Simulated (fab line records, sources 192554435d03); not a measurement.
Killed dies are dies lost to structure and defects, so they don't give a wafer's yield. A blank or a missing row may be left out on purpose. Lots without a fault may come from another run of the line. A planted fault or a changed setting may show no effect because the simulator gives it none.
Problem report in the 8D (eight disciplines) form, filled by code | flow n5_finfet | the parts of the form that need people (team, actions taken, sign-off) are left out

1. THE PROBLEM
cd_nm at N5_BEOL_M12_CD_MEAS_10 reads a mean of 99.4 nm on 1 wafer of 1 lot; wafers without a fault read 140.5 nm with a standard deviation of 1.5. That is -27 standard deviations from the usual mean.
The step: target cd 140 nm.
First seen on wafer L149.1, day 11 07:24, on cd_sem-01. The record holds 24 wafers of 8 lots with a number at this step. Rule for "out", or "out of limits": more than 4 standard deviations from the usual mean. The other wafers with a number count as sound.

2. WHAT IT IS AND WHAT IT IS NOT
question                    | is                | is not
which readings at this step | cd_nm             | -
which lots                  | L149              | L162, L165, L166, L167, L168, L169, L171
which wafers of those lots  | L149.1            | L149.5, L149.6
read on which gauges        | cd_sem-01         | cd_sem-02, cd_sem-03
when                        | from day 11 07:24 | up to then (2 sound wafers); but 21 sound wafers of L162, L165, L166, L167, L168, L169, L171 came after

3. SUSPECTS, AND WHAT RULES EACH OUT
Counting: a tool at a process step up to the reading stays a suspect if it ran every lot that is out. Sound lots after the first of them don't rule it out here, since some wafers of a struck lot are sound.
- the gauge at N5_BEOL_M12_CD_MEAS_10: ruled out. All the wafers that are out were read on cd_sem-01, but those of them that N5_PASSIVATION_PROBE_49 has rows for are out there too, on other tools.
- krf_scanner-01 at N5_BEOL_M12_EXPOSE_07 (exposes mask V11): kept. It ran the lot that is out, L149 (day 11 07:14).
Left after counting: krf_scanner-01 at N5_BEOL_M12_EXPOSE_07.

4. THE CAUSE (what the simulator had put in)
Process parameter drift: krf_scanner-01, from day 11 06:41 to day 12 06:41, at N5_BEOL_M12_EXPOSE_07. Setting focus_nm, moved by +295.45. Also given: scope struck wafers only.
Counting left only this tool.

5. THE CHAIN OF EFFECTS, in route order
Each row: a reading whose mean over the struck wafers that have a number lies more than 3 standard deviations from the usual. Only readings for which the record gives a usual standard deviation are gone through. hours: the time from each lot's start at the first step in this table that gives one to its start at this step, as a median over the lots. sigmas: the change in usual standard deviations.
hours | step                    | reading              | usual    | on struck wafers | change | sigmas
0     | N5_BEOL_M12_CD_MEAS_10  | cd_nm                | 140.5 nm | 99.4             | -41.1  | -27
1     | N5_BEOL_M12_CD_MEAS_17  | cd_nm                | 140.7 nm | 99.6             | -41.1  | -23
42    | N5_PASSIVATION_PROBE_49 | defect_limited_yield | 91.4 %   | 0.0              | -91.4  | -70
42    | N5_PASSIVATION_PROBE_49 | killed_at_M4_up      | 14       | 1092             | +1078  | +99 or more
42    | N5_PASSIVATION_PROBE_49 | killed_dies          | 101      | 1180             | +1079  | +72
42    | N5_PASSIVATION_PROBE_49 | killed_on_rim        | 13       | 152              | +139   | +36
42    | N5_PASSIVATION_PROBE_49 | sort_bin_5_function  | 5.0 %    | 96.4             | +91.4  | +99 or more
42    | N5_PASSIVATION_PROBE_49 | sort_n_pass          | 1079     | 0                | -1079  | -72
42    | N5_PASSIVATION_PROBE_49 | sort_yield_pct       | 91.4 %   | 0.0              | -91.4  | -70
The process steps in it:
- N5_PASSIVATION_PROBE_49
Later measuring or inspecting steps at which every struck wafer that the step has a row for has a number for every such reading, and none has moved that far: N5_BEOL_M12_INSPECT_12.

6. WHAT WOULD HAVE CAUGHT IT SOONER
In this record the first reading out of limits at a measuring or inspecting step was taken at day 11 07:24, 1 hour after the fault began at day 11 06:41.
All the lots that are out (1) had begun N5_BEOL_M12_EXPOSE_07 on krf_scanner-01 by day 11 07:24. A hold on the tool at that time would have spared none of them.
